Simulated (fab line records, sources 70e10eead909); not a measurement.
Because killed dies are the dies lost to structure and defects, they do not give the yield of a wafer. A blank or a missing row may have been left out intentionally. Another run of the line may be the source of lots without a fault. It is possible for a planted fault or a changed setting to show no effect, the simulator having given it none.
Chamber matching || flow nand-harc || pecvd-02 running NHARC_P_M1_PRE_CLEAN_32: 3 sister chambers
The step time 12 s. 3 wafers are shown with their chamber, then 8 later ones without.

## WAFERS, EACH WITH ITS CHAMBER
{"wafer": "L085.5", "chamber": 0, "heater-power-w (W)": 595}
{"wafer": "L085.4", "chamber": 1, "heater-power-w (W)": 535}
{"wafer": "L089.2", "chamber": 2, "heater-power-w (W)": 699}

## WAFERS MISSING THEIR CHAMBER
{"wafer": "L089.4", "heater-power-w (W)": 598}
{"wafer": "L089.5", "heater-power-w (W)": 615}
{"wafer": "L097.1", "heater-power-w (W)": 601}
{"wafer": "L097.2", "heater-power-w (W)": 593}
{"wafer": "L097.3", "heater-power-w (W)": 627}
{"wafer": "L097.4", "heater-power-w (W)": 605}
{"wafer": "L097.5", "heater-power-w (W)": 590}
{"wafer": "L097.6", "heater-power-w (W)": 638}

## THE CHAMBER EACH PASSED THROUGH
{"wafer": "L089.4", "from the rows above": 0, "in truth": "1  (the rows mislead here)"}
{"wafer": "L089.5", "from the rows above": 0, "in truth": 0}
{"wafer": "L097.1", "from the rows above": 0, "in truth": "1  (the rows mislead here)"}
{"wafer": "L097.2", "from the rows above": 0, "in truth": 0}
{"wafer": "L097.3", "from the rows above": "can't be placed: 0 or 2", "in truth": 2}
{"wafer": "L097.4", "from the rows above": 0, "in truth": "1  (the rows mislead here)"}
{"wafer": "L097.5", "from the rows above": 0, "in truth": 0}
{"wafer": "L097.6", "from the rows above": "can't be placed: 0 or 2", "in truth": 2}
Placed correctly: 3 of 8. Cannot be placed on the basis of these rows: 2; the candidates contain the true chamber in 2. Placed wrongly: 3.
How it was worked out, from the rows above alone: a wafer's distance from a chamber is the root of the sum, over the readings, of the square of ((its reading less the chamber's mean) divided by the reading's scatter). If the next closest chamber is less than 2 further off than the closest, the wafer can't be placed; otherwise it belongs to the closest. The mean given for a chamber averages the wafers shown for that chamber. The scatter: root of mean squared gap, hidden wafer to nearest shown wafer, with one shown wafer a chamber.
